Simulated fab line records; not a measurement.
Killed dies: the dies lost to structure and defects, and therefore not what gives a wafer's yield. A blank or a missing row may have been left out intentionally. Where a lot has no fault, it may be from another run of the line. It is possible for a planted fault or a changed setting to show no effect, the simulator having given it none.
The tool behind it: which one? || flow nand-harc || Sampling: 11 lots, 33 wafers, 5 of 1302 route steps

## WHAT EACH GAUGE READ, for each wafer
NHARC_END_SORT_01.
{"lot": "L678", "measured": "day 28 00:00", "on": "prober-01", "killed-at-array": "664 673 662"}
{"lot": "L677", "measured": "day 28 09:01", "on": "prober-02", "killed-at-array": "674 673 674"}

## WHAT TOOL EACH LOT RAN ON (gives the tool, then ch and the chambers of the sampled wafers, and finally the start)
{"lot": "L671", "NHARC_A_SLIT_ETCH_15": "rie-diel-03 ch 0,2,3, day 21 12:04 or earlier", "NHARC_A_WL_FILL_ALD_00": "ald-hk-03 ch 0,1,3, day 21 12:04", "NHARC_A_WL_FILL_ETCHBACK_04": "rie-metal-03 ch 0,1, day 21 13:23", "NHARC_A_WL_FILL_STRIP_29": "rie-diel-08 ch 0,1,3, day 21 23:47"}
{"lot": "L674", "NHARC_A_SLIT_ETCH_15": "rie-diel-11 ch 1,2,3, day 22 00:13 or earlier", "NHARC_A_WL_FILL_ALD_00": "ald-hk-01 ch 1,2,3, day 22 00:13", "NHARC_A_WL_FILL_ETCHBACK_04": "rie-metal-03 ch 0,1, day 22 01:43", "NHARC_A_WL_FILL_STRIP_29": "rie-diel-05 ch 0,1,3, day 22 13:42"}
{"lot": "L676", "NHARC_A_SLIT_ETCH_15": "rie-diel-03 ch 0,1, day 23 02:36 or earlier", "NHARC_A_WL_FILL_ALD_00": "ald-hk-04 ch 1,2,3, day 23 02:36", "NHARC_A_WL_FILL_ETCHBACK_04": "rie-metal-02 ch 0,1, day 23 03:59", "NHARC_A_WL_FILL_STRIP_29": "rie-diel-10 ch 1,3, day 23 14:28"}
{"lot": "L678", "NHARC_A_SLIT_ETCH_15": "rie-diel-03 ch 0,1,3, day 23 12:37 or earlier", "NHARC_A_WL_FILL_ALD_00": "ald-hk-01 ch 0,2, day 23 12:37", "NHARC_A_WL_FILL_ETCHBACK_04": "rie-metal-01 ch 1, day 23 13:56", "NHARC_A_WL_FILL_STRIP_29": "rie-diel-10 ch 0,2, day 24 01:10"}
{"lot": "L677", "NHARC_A_SLIT_ETCH_15": "rie-diel-12 ch 0,1,2, day 23 16:26 or earlier", "NHARC_A_WL_FILL_ALD_00": "ald-hk-04 ch 0,1,3, day 23 16:26", "NHARC_A_WL_FILL_ETCHBACK_04": "rie-metal-01 ch 0,1, day 23 17:42", "NHARC_A_WL_FILL_STRIP_29": "rie-diel-08 ch 0,1, day 24 04:22"}
{"lot": "L684", "NHARC_A_SLIT_ETCH_15": "rie-diel-12 ch 0,3, day 27 04:10 or earlier", "NHARC_A_WL_FILL_ALD_00": "ald-hk-04 ch 1,3, day 27 04:10", "NHARC_A_WL_FILL_ETCHBACK_04": "rie-metal-02 ch 0,1, day 27 05:36", "NHARC_A_WL_FILL_STRIP_29": "rie-diel-08 ch 2,3, day 27 15:41"}
{"lot": "L686", "NHARC_A_SLIT_ETCH_15": "rie-diel-11 ch 0,1,2, day 27 04:10 or earlier", "NHARC_A_WL_FILL_ALD_00": "ald-hk-01 ch 0,2,3, day 27 04:10", "NHARC_A_WL_FILL_ETCHBACK_04": "rie-metal-03 ch 0,1, day 27 05:52", "NHARC_A_WL_FILL_STRIP_29": "rie-diel-10 ch 0,2,3, day 27 18:45"}
{"lot": "L688", "NHARC_A_SLIT_ETCH_15": "rie-diel-03 ch 0,2,3, day 28 01:43 or earlier", "NHARC_A_WL_FILL_ALD_00": "ald-hk-04 ch 0,3, day 28 01:43", "NHARC_A_WL_FILL_ETCHBACK_04": "rie-metal-01 ch 0,1, day 28 03:10", "NHARC_A_WL_FILL_STRIP_29": "rie-diel-10 ch 0,2,3, day 28 13:05"}
{"lot": "L687", "NHARC_A_SLIT_ETCH_15": "rie-diel-11 ch 1,2, day 28 09:52 or earlier", "NHARC_A_WL_FILL_ALD_00": "ald-hk-04 ch 2,3, day 28 09:52", "NHARC_A_WL_FILL_ETCHBACK_04": "rie-metal-03 ch 0,1, day 28 11:14", "NHARC_A_WL_FILL_STRIP_29": "rie-diel-10 ch 0,1,3, day 29 00:41"}
{"lot": "L689", "NHARC_A_SLIT_ETCH_15": "rie-diel-11 ch 0,1,3, day 30 11:13 or earlier", "NHARC_A_WL_FILL_ALD_00": "ald-hk-04 ch 0,2,3, day 30 11:13", "NHARC_A_WL_FILL_ETCHBACK_04": "rie-metal-02 ch 0,1, day 30 12:49", "NHARC_A_WL_FILL_STRIP_29": "rie-diel-10 ch 0,1,3, day 30 23:13"}
{"lot": "L691", "NHARC_A_SLIT_ETCH_15": "rie-diel-12 ch 1,3, day 30 11:13 or earlier", "NHARC_A_WL_FILL_ALD_00": "ald-hk-01 ch 0,2, day 30 11:13", "NHARC_A_WL_FILL_ETCHBACK_04": "rie-metal-03 ch 0,1, day 30 12:40", "NHARC_A_WL_FILL_STRIP_29": "rie-diel-05 ch 0,3, day 30 23:10"}
- NHARC_A_SLIT_ETCH_15: etches the open film in O2/COS, target depth 6200 nm, time 1612 s.
- NHARC_A_WL_FILL_ALD_00: deposits Al2O3, target thk 3 nm, pulse time 3 s, ald cycles 30.
- NHARC_A_WL_FILL_ETCHBACK_04: etches the open film in NF3, target depth 60 nm, time 120 s.
- NHARC_A_WL_FILL_STRIP_29: strips in O2, time 20 s.

## THE ANSWER, worked out from the rows above alone
Rule: usual is defined by the lots themselves. Put in order of their means at a reading, lots are off if they are a third of the lots or fewer, leave a main group of 4 or more, and stand apart from it by a gap of 3 or more times the standard deviation of the main group's means; of several such gaps the widest counts. The tables above print the reading to a certain number of digits; a main group whose means all agree to those digits is not used. A lot without any number at a reading at which 4 lots or more have one is off too. The other lots that the step has rows for count as sound.
None of the lots is off at any reading shown; this tells nothing.

## WHAT THE SIMULATOR HAD PUT IN
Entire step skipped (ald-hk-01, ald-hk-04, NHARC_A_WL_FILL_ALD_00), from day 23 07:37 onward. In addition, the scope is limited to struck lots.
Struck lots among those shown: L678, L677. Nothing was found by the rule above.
